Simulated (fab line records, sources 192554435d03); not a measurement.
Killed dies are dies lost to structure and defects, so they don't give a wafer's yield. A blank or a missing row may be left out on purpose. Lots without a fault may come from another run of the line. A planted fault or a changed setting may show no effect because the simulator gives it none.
Which tool did it? | flow n5_finfet | 24 lots, 72 wafers sampled, at 6 steps of a route of 1938

WHAT THE GAUGES READ, wafer by wafer
N5_BEOL_M2_THK_MEAS_53: measures by xrf.
lot  | measured     | on            | M2_THK (nm)
L074 | day 6 20:34  | film_metro-01 | 36.9 39.8 38.8
L075 | day 7 17:01  | film_metro-02 | 40.8 37.2 42.2
L076 | day 8 00:06  | film_metro-02 | 40.9 39.6 41.3
L077 | day 8 05:28  | film_metro-01 | 38.8 36.5 40.6
L078 | day 8 08:25  | film_metro-01 | 40.3 38.0 37.1
L080 | day 8 17:38  | film_metro-02 | 40.1 41.1 40.1
L079 | day 8 16:30  | film_metro-01 | 39.2 38.7 39.0
L081 | day 9 06:13  | film_metro-01 | 38.7 38.1 39.5
L082 | day 8 22:58  | film_metro-01 | 37.6 39.1 41.6
L083 | day 9 11:08  | film_metro-01 | 37.3 37.7 36.3
L084 | day 10 03:13 | film_metro-01 | 40.3 42.1 41.3
L085 | day 10 08:29 | film_metro-02 | 38.6 37.3 37.1
L086 | day 10 22:47 | film_metro-01 | 41.0 38.1 40.0
L087 | day 10 18:46 | film_metro-02 | 39.4 38.3 41.8
L089 | day 11 01:13 | film_metro-02 | 38.1 38.0 38.0
L088 | day 11 04:06 | film_metro-01 | 37.0 36.2 37.6
L090 | day 10 22:56 | film_metro-02 | 38.5 36.7 38.1
L091 | day 11 12:58 | film_metro-01 | 36.2 40.2 40.8
L092 | day 11 16:44 | film_metro-02 | 36.9 37.2 39.6
L093 | day 11 16:50 | film_metro-02 | 39.0 42.6 37.9
L096 | day 12 15:55 | film_metro-01 | 38.4 40.4 40.2
L094 | day 12 16:10 | film_metro-01 | 40.2 38.4 39.2
L095 | day 12 18:47 | film_metro-02 | 43.1 40.3 38.1
L097 | day 13 00:25 | film_metro-01 | 39.5 40.9 38.0

WHICH TOOL RAN EACH LOT (tool, then ch and the chambers of the sampled wafers, then the start)
lot  | N5_BEOL_M2_ETCH_64                 | N5_BEOL_M2_ANNEAL_80         | N5_BEOL_M2_ANNEAL_89         | N5_BEOL_M2_SPUTTER_94        | N5_BEOL_M2_ANNEAL_95
L074 | rie_diel-01 ch 2,3, day 6 13:10    | pvd_sputter-02, day 6 17:42  | pvd_sputter-02, day 6 18:22  | pvd_sputter-02, day 6 18:56  | pvd_sputter-02, day 6 19:01
L075 | rie_diel-02 ch 0,1, day 7 02:59    | pvd_sputter-03, day 7 14:38  | pvd_sputter-03, day 7 15:21  | pvd_sputter-03, day 7 15:59  | pvd_sputter-03, day 7 16:04
L076 | rie_diel-05 ch 0,1,3, day 7 10:23  | pvd_sputter-01, day 7 21:52  | pvd_sputter-01, day 7 22:31  | pvd_sputter-01, day 7 23:06  | pvd_sputter-01, day 7 23:11
L077 | rie_diel-05 ch 1,2,3, day 7 17:10  | pvd_sputter-02, day 8 03:10  | pvd_sputter-02, day 8 03:50  | pvd_sputter-02, day 8 04:25  | pvd_sputter-02, day 8 04:29
L078 | rie_diel-05 ch 2,3, day 7 17:41    | pvd_sputter-01, day 8 06:10  | pvd_sputter-01, day 8 06:49  | pvd_sputter-01, day 8 07:24  | pvd_sputter-01, day 8 07:29
L080 | rie_diel-01 ch 1,2, day 8 01:01    | pvd_sputter-03, day 8 15:23  | pvd_sputter-03, day 8 16:03  | pvd_sputter-03, day 8 16:38  | pvd_sputter-03, day 8 16:43
L079 | rie_diel-02 ch 0,1, day 8 08:29    | pvd_sputter-02, day 8 14:15  | pvd_sputter-02, day 8 14:55  | pvd_sputter-02, day 8 15:29  | pvd_sputter-02, day 8 15:34
L081 | rie_diel-01 ch 0,2,3, day 8 13:22  | pvd_sputter-02, day 9 03:58  | pvd_sputter-02, day 9 04:38  | pvd_sputter-02, day 9 05:13  | pvd_sputter-02, day 9 05:17
L082 | rie_diel-05 ch 0,2, day 8 13:31    | pvd_sputter-02, day 8 20:43  | pvd_sputter-02, day 8 21:22  | pvd_sputter-02, day 8 21:57  | pvd_sputter-02, day 8 22:02
L083 | rie_diel-02 ch 0,1,2, day 9 03:22  | pvd_sputter-02, day 9 08:53  | pvd_sputter-02, day 9 09:32  | pvd_sputter-02, day 9 10:07  | pvd_sputter-02, day 9 10:12
L084 | rie_diel-05 ch 1,2,3, day 9 18:03  | pvd_sputter-03, day 10 00:58 | pvd_sputter-03, day 10 01:38 | pvd_sputter-03, day 10 02:13 | pvd_sputter-03, day 10 02:17
L085 | rie_diel-05 ch 0,1,2, day 9 20:24  | pvd_sputter-02, day 10 05:22 | pvd_sputter-02, day 10 06:02 | pvd_sputter-02, day 10 06:37 | pvd_sputter-02, day 10 06:41
L086 | rie_diel-05 ch 0,1,2, day 9 20:52  | pvd_sputter-03, day 10 20:32 | pvd_sputter-03, day 10 21:12 | pvd_sputter-03, day 10 21:47 | pvd_sputter-03, day 10 21:52
L087 | rie_diel-02 ch 0,1, day 9 23:18    | pvd_sputter-03, day 10 16:17 | pvd_sputter-03, day 10 16:57 | pvd_sputter-03, day 10 17:32 | pvd_sputter-03, day 10 17:37
L089 | rie_diel-05 ch 0,2,3, day 10 07:19 | pvd_sputter-01, day 10 22:39 | pvd_sputter-01, day 10 23:19 | pvd_sputter-01, day 10 23:53 | pvd_sputter-01, day 10 23:58
L088 | rie_diel-01 ch 1,2, day 10 07:37   | pvd_sputter-02, day 11 01:49 | pvd_sputter-02, day 11 02:28 | pvd_sputter-02, day 11 03:03 | pvd_sputter-02, day 11 03:08
L090 | rie_diel-02 ch 1,3, day 10 13:44   | pvd_sputter-02, day 10 20:41 | pvd_sputter-02, day 10 21:21 | pvd_sputter-02, day 10 21:56 | pvd_sputter-02, day 10 22:01
L091 | rie_diel-05 ch 0,1,3, day 11 02:32 | pvd_sputter-03, day 11 10:43 | pvd_sputter-03, day 11 11:22 | pvd_sputter-03, day 11 11:57 | pvd_sputter-03, day 11 12:02
L092 | rie_diel-05 ch 0,1,2, day 11 09:56 | pvd_sputter-01, day 11 14:29 | pvd_sputter-01, day 11 15:09 | pvd_sputter-01, day 11 15:44 | pvd_sputter-01, day 11 15:49
L093 | rie_diel-02 ch 0,2, day 11 10:55   | pvd_sputter-03, day 11 14:35 | pvd_sputter-03, day 11 15:15 | pvd_sputter-03, day 11 15:50 | pvd_sputter-03, day 11 15:55
L096 | rie_diel-01 ch 0,1,3, day 12 02:21 | pvd_sputter-03, day 12 13:40 | pvd_sputter-03, day 12 14:20 | pvd_sputter-03, day 12 14:55 | pvd_sputter-03, day 12 14:59
L094 | rie_diel-01 ch 1,2,3, day 12 04:27 | pvd_sputter-01, day 12 13:55 | pvd_sputter-01, day 12 14:34 | pvd_sputter-01, day 12 15:09 | pvd_sputter-01, day 12 15:14
L095 | rie_diel-02 ch 0,1,2, day 12 04:32 | pvd_sputter-01, day 12 16:32 | pvd_sputter-01, day 12 17:11 | pvd_sputter-01, day 12 17:46 | pvd_sputter-01, day 12 17:51
L097 | rie_diel-01 ch 2,3, day 12 16:22   | pvd_sputter-03, day 12 21:55 | pvd_sputter-03, day 12 22:34 | pvd_sputter-03, day 12 23:09 | pvd_sputter-03, day 12 23:14
- N5_BEOL_M2_ETCH_64: etches SOC in N2/H2, target depth 75 nm, overetch 22.5 nm, time 121.9 s.
- N5_BEOL_M2_ANNEAL_80: time 240 s.
- N5_BEOL_M2_ANNEAL_89: time 240 s.
- N5_BEOL_M2_SPUTTER_94: material Cu, target thk 4.5 nm, time 8.29 s.
- N5_BEOL_M2_ANNEAL_95: time 240 s.

WHAT THE TOOLS THEMSELVES READ (means of the sampled wafers that have a number; where no wafer has one, the mark that the record gives instead)
N5_BEOL_M2_ETCH_64.
lot  | tool        | drypump_motor_current_A (A) | oes_product_au (a.u.) | rf_vpp_V (V) | showerhead_plenum_p_Torr (Torr) | throttle_valve_pct (%)
L074 | rie_diel-01 | 5.7                         | 0.58                  | 527.0        | 2.61                            | 18.10
L075 | rie_diel-02 | 5.5                         | 0.57                  | 522.7        | 2.52                            | 18.24
L076 | rie_diel-05 | 5.6                         | 0.55                  | 524.5        | 2.56                            | 17.99
L077 | rie_diel-05 | 5.4                         | 0.53                  | 525.9        | 2.58                            | 17.86
L078 | rie_diel-05 | 5.7                         | 0.54                  | 525.6        | 2.58                            | 17.69
L080 | rie_diel-01 | 6.3                         | 0.54                  | 526.8        | 2.64                            | 17.92
L079 | rie_diel-02 | 5.7                         | 0.56                  | 522.1        | 2.49                            | 18.14
L081 | rie_diel-01 | 5.9                         | 0.56                  | 522.5        | 2.53                            | 18.13
L082 | rie_diel-05 | 6.2                         | 0.56                  | 521.1        | 2.46                            | 17.81
L083 | rie_diel-02 | 5.6                         | 0.57                  | 522.2        | 2.53                            | 18.11
L084 | rie_diel-05 | 5.4                         | 0.53                  | 524.0        | 2.57                            | 17.89
L085 | rie_diel-05 | 5.7                         | 0.54                  | 523.6        | 2.52                            | 17.95
L086 | rie_diel-05 | 5.7                         | 0.54                  | 522.9        | 2.52                            | 17.95
L087 | rie_diel-02 | 5.7                         | 0.55                  | 521.1        | 2.49                            | 18.18
L089 | rie_diel-05 | 6.0                         | 0.55                  | 523.6        | 2.51                            | 17.78
L088 | rie_diel-01 | 6.0                         | 0.61                  | 526.4        | 2.63                            | 17.97
L090 | rie_diel-02 | 5.9                         | 0.59                  | 521.7        | 2.48                            | 18.06
L091 | rie_diel-05 | 5.6                         | 0.53                  | 524.3        | 2.55                            | 18.03
L092 | rie_diel-05 | 5.7                         | 0.54                  | 524.0        | 2.51                            | 17.98
L093 | rie_diel-02 | 5.4                         | 0.56                  | 523.2        | 2.54                            | 18.24
L096 | rie_diel-01 | 6.2                         | 0.64                  | 526.2        | 2.62                            | 17.76
L094 | rie_diel-01 | 6.0                         | 0.59                  | 525.4        | 2.59                            | 17.88
L095 | rie_diel-02 | 5.6                         | 0.55                  | 523.6        | 2.52                            | 18.14
L097 | rie_diel-01 | 5.7                         | 0.55                  | 525.8        | 2.59                            | 18.19

N5_BEOL_M2_ANNEAL_80.
lot  | tool           | heater_power_w (W) | susceptor_temp_C_max
L074 | pvd_sputter-02 | 836                | 401.0
L075 | pvd_sputter-03 | 826                | 400.7
L076 | pvd_sputter-01 | 827                | 401.1
L077 | pvd_sputter-02 | 800                | 400.9
L078 | pvd_sputter-01 | 849                | 401.0
L080 | pvd_sputter-03 | 863                | 400.8
L079 | pvd_sputter-02 | 831                | 401.0
L081 | pvd_sputter-02 | 856                | 401.1
L082 | pvd_sputter-02 | 798                | 400.9
L083 | pvd_sputter-02 | 859                | 400.7
L084 | pvd_sputter-03 | 816                | 401.2
L085 | pvd_sputter-02 | 824                | 400.8
L086 | pvd_sputter-03 | 820                | 401.2
L087 | pvd_sputter-03 | 874                | 401.4
L089 | pvd_sputter-01 | 818                | 401.0
L088 | pvd_sputter-02 | 867                | 400.8
L090 | pvd_sputter-02 | 853                | 400.7
L091 | pvd_sputter-03 | 854                | 400.8
L092 | pvd_sputter-01 | 903                | 401.1
L093 | pvd_sputter-03 | 848                | 401.0
L096 | pvd_sputter-03 | 876                | 400.9
L094 | pvd_sputter-01 | 808                | 400.7
L095 | pvd_sputter-01 | 907                | 401.0
L097 | pvd_sputter-03 | 771                | 401.2

N5_BEOL_M2_ANNEAL_89.
lot  | tool           | heater_power_w (W) | susceptor_temp_C_max
L074 | pvd_sputter-02 | 820                | 401.0
L075 | pvd_sputter-03 | 824                | 400.8
L076 | pvd_sputter-01 | 827                | 400.9
L077 | pvd_sputter-02 | 807                | 401.1
L078 | pvd_sputter-01 | 854                | 400.7
L080 | pvd_sputter-03 | 867                | 401.2
L079 | pvd_sputter-02 | 824                | 400.9
L081 | pvd_sputter-02 | 832                | 401.0
L082 | pvd_sputter-02 | 816                | 400.5
L083 | pvd_sputter-02 | 866                | 400.5
L084 | pvd_sputter-03 | 810                | 401.1
L085 | pvd_sputter-02 | 832                | 400.7
L086 | pvd_sputter-03 | 820                | 401.0
L087 | pvd_sputter-03 | 869                | 401.5
L089 | pvd_sputter-01 | 831                | 401.1
L088 | pvd_sputter-02 | 874                | 401.2
L090 | pvd_sputter-02 | 854                | 400.4
L091 | pvd_sputter-03 | 864                | 401.1
L092 | pvd_sputter-01 | 887                | 401.1
L093 | pvd_sputter-03 | 857                | 401.0
L096 | pvd_sputter-03 | 887                | 400.9
L094 | pvd_sputter-01 | 810                | 400.6
L095 | pvd_sputter-01 | 901                | 401.1
L097 | pvd_sputter-03 | 760                | 400.9

N5_BEOL_M2_SPUTTER_94.
lot  | tool           | chuck_sensor_temp_C (C) | throttle_valve_pct (%)
L074 | pvd_sputter-02 | -16.5                   | 30.5
L075 | pvd_sputter-03 | -15.9                   | 29.9
L076 | pvd_sputter-01 | -15.4                   | 29.2
L077 | pvd_sputter-02 | -16.0                   | 30.4
L078 | pvd_sputter-01 | -15.6                   | 29.5
L080 | pvd_sputter-03 | -16.4                   | 28.7
L079 | pvd_sputter-02 | -16.2                   | 30.0
L081 | pvd_sputter-02 | -16.2                   | 30.2
L082 | pvd_sputter-02 | -15.7                   | 29.7
L083 | pvd_sputter-02 | -16.1                   | 29.7
L084 | pvd_sputter-03 | -16.4                   | 29.5
L085 | pvd_sputter-02 | -16.2                   | 29.9
L086 | pvd_sputter-03 | -16.3                   | 29.6
L087 | pvd_sputter-03 | -16.4                   | 28.6
L089 | pvd_sputter-01 | -15.4                   | 29.4
L088 | pvd_sputter-02 | -16.4                   | 30.0
L090 | pvd_sputter-02 | -15.9                   | 29.9
L091 | pvd_sputter-03 | -16.2                   | 29.6
L092 | pvd_sputter-01 | -15.9                   | 29.3
L093 | pvd_sputter-03 | -16.3                   | 29.5
L096 | pvd_sputter-03 | -16.0                   | 29.3
L094 | pvd_sputter-01 | -15.8                   | 29.8
L095 | pvd_sputter-01 | -16.0                   | 28.5
L097 | pvd_sputter-03 | -15.9                   | 30.9

N5_BEOL_M2_ANNEAL_95.
lot  | tool           | heater_power_w (W) | susceptor_temp_C_max
L074 | pvd_sputter-02 | 840                | 401.1
L075 | pvd_sputter-03 | 817                | 400.8
L076 | pvd_sputter-01 | 833                | 401.4
L077 | pvd_sputter-02 | 812                | 400.8
L078 | pvd_sputter-01 | 874                | 401.1
L080 | pvd_sputter-03 | 866                | 401.2
L079 | pvd_sputter-02 | 827                | 401.0
L081 | pvd_sputter-02 | 849                | 401.2
L082 | pvd_sputter-02 | 818                | 400.8
L083 | pvd_sputter-02 | 877                | 400.6
L084 | pvd_sputter-03 | 831                | 401.3
L085 | pvd_sputter-02 | 834                | 400.9
L086 | pvd_sputter-03 | 823                | 401.6
L087 | pvd_sputter-03 | 874                | 401.7
L089 | pvd_sputter-01 | 824                | 401.5
L088 | pvd_sputter-02 | 880                | 401.2
L090 | pvd_sputter-02 | 855                | 400.7
L091 | pvd_sputter-03 | 847                | 401.1
L092 | pvd_sputter-01 | 896                | 400.8
L093 | pvd_sputter-03 | 859                | 400.6
L096 | pvd_sputter-03 | 877                | 400.8
L094 | pvd_sputter-01 | 801                | 400.3
L095 | pvd_sputter-01 | 914                | 401.2
L097 | pvd_sputter-03 | 772                | 401.0

THE ANSWER, worked out from the rows above alone
Rule: what is usual is taken from the lots themselves. Put in order of their means at a reading, lots are off if they are a third of the lots or fewer, leave a main group of 4 or more, and stand apart from it by a gap of 3 or more times the standard deviation of the main group's means; of several such gaps the widest counts. A main group whose means are all the same, to the digits that the tables above print for the reading, isn't used. A lot without any number at a reading at which 4 lots or more have one is off too. The other lots that the step has rows for count as sound. The gauges are gone through in route order, then the tools' own readings, and for those a lot's mean is taken as printed above. The first step at which some lot is off is used, and at that step the reading that is off furthest; a lot without a number counts as furthest.
No lot is off at any reading shown: from this, nothing can be told.

WHAT THE SIMULATOR HAD PUT IN
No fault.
